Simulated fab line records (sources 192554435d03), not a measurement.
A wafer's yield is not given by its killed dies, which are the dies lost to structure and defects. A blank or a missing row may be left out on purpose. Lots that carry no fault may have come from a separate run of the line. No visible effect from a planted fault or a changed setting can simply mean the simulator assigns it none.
Comparing a struck lot with a sound one    flow n5Finfet    18 out of 1938 route steps
Sound: these wafers, L850.2, L850.5, L850.6. Struck: wafer L863.2. (L863.6 of the same lot was not struck and is left out.) The cause comes at the end.
Order at every step that has rows: each side's tool, ch and its chambers, its first start. Under that, the readings that differ: sound wafers    struck wafers    difference of the means    sigmas: that difference in standard deviations of wafers without a fault.
alike: readings with means less than 2 such deviations apart, plus words and numbers identical on both sides. not compared: withheld readings, readings lacking a value on some wafer, bounds such as >300 that could conceal the same value, and numbers that have no deviation in the record and whose values overlap.
Wherever a step has rows on one side only, a row that says differs or no value, or a row with sigmas, the two part there. When numbers do not overlap yet have no deviation, they are printed without sigmas and do not part them. Lack of a reading on every wafer of one side parts them only where that side has two or more wafers.

N5_BEOL_M3_INSPECT_30: inspects for defects (brightfield).
  struck on defectInspect-01, day 12 17:32; sound on defectInspect-01, day 9 21:13
reading         sound        struck  difference  sigmas
rawDefectCount  231 293 276  494     +227        +3
N5_BEOL_M3_DESCUM_33: chemistry O2, time 7 s.
  sound on rieDiel-01 ch 0,2,3, day 9 21:16; struck on rieDiel-03 ch 1, day 12 17:34
reading               sound              struck  difference  sigmas
throttleValvePct (%)  20.83 20.55 20.52  20.11   -0.52       -2
  alike: drypumpMotorCurrentA, oesProductAu, rfVppV, showerheadPlenumPTorr
  not compared: rfHoursCounterH
then, 3 steps without rows for these wafers: N5_BEOL_M3_ETCH_77 (etches underlayer in N2/H2, target depth 6.5 nm, time 5.2 s); N5_BEOL_M3_ETCH_69 (etches SiARC in CF4, target depth 15.6 nm, time 26 s); N5_BEOL_M3_ALD_98 (deposits SiO2, target thk 2.5 nm, pulse time 1 s, co reactant pulse time 1 s).
N5_BEOL_M3_ETCHBACK_99: etches SiO2 in CHF3, target depth 5 nm, time 10.4 s.
  sound on rieDiel-06 ch 0,1, day 10 00:11; struck on rieDiel-01 ch 0, day 13 08:14
  alike: drypumpMotorCurrentA, oesProductAu, rfVppV, showerheadPlenumPTorr, throttleValvePct
  not compared: rfHoursCounterH
N5_BEOL_M3_ETCH_70: etches SOC in N2/H2, target depth 80 nm, overetch 16 nm, time 120 s.
  sound on rieDiel-06 ch 0,1, day 10 00:14; struck on rieDiel-01 ch 0, day 13 08:16
  alike: drypumpMotorCurrentA, oesProductAu, rfVppV, showerheadPlenumPTorr, throttleValvePct
  not compared: rfHoursCounterH
then, 4 steps without rows for these wafers: N5_BEOL_M3_STRIP_71 (strips in N2/H2); N5_BEOL_M3_STRIP_78 (strips in N2/H2); N5_BEOL_M3_VIA_ETCH_34 (etches the open film in C4F6/O2, target depth 69.4 nm, time 65.9 s); N5_BEOL_M3_STRIP_83 (strips in C4F6/O2).
N5_BEOL_M3_STRIP_36: strips in N2/H2.
  sound on rieDiel-06 ch 0,1, day 10 00:23; struck on rieDiel-01 ch 0, day 13 08:26
  alike: drypumpMotorCurrentA, oesProductAu, rfVppV, showerheadPlenumPTorr, throttleValvePct
  not compared: rfHoursCounterH
N5_BEOL_M3_TRENCH_ETCH_37: etches SiOC in C4F6/O2, target depth 55.555 nm, time 29.2 s.
  sound on rieDiel-06 ch 0,1, day 10 00:26; struck on rieDiel-01 ch 0, day 13 08:28
reading                            sound              struck  difference  sigmas
model.etch.depthNm (nm)            54.68 54.32 55.09  45.37   -9.33       
model.BEOL_M3.featureDepthNm (nm)  54.6 54.4 55       45.4    -9.3        
  alike: drypumpMotorCurrentA, oesProductAu, rfVppV, showerheadPlenumPTorr, throttleValvePct
  not compared: rfHoursCounterH, model.TiN_of_BEOL_M3_HM_DEP_02.thkNm
N5_BEOL_M3_ETCH_41: etches SiCN in CH3F/O2, target depth 29.9 nm, time 52.5 s.
  sound on rieDiel-06 ch 0,1; struck on rieDiel-01 ch 0
  alike: drypumpMotorCurrentA, oesProductAu, rfVppV, showerheadPlenumPTorr, throttleValvePct
  not compared: rfHoursCounterH
then, 1 step without rows for these wafers: N5_BEOL_M3_STRIP_97 (strips in N2/H2, time 10 s).
N5_BEOL_M3_OCD_MEAS_38:
  struck on ocd-02, day 13 08:37; sound on ocd-01, day 10 00:35
reading             sound           struck  difference  sigmas
trenchDepthNm (nm)  54.8 54.9 54.7  45.5    -9.3        -12
then, 1 step without rows for these wafers: N5_BEOL_M3_HM_STRIP_39 (strips TiN in peroxide tin strip, target depth 25 nm, time 158 s).
N5_BEOL_M4_RC_MEAS_101:
  sound on prober-01 ch 0, day 11 18:41; struck on prober-01 ch 0, day 14 10:22
reading        sound           struck  difference  sigmas
DIBL_N (mV/V)  35.1 35.3 37.6  33.4    -2.6        -2
  alike: DIBL_P, IOFF_N, IOFF_P, ION_N, ION_P, SS_N, SS_P, VT_N, VT_P

WHERE THEY PART
At N5_BEOL_M3_INSPECT_30 first; at N5_BEOL_M4_RC_MEAS_101 last (within this record only).

WHY: whatever the simulator had introduced
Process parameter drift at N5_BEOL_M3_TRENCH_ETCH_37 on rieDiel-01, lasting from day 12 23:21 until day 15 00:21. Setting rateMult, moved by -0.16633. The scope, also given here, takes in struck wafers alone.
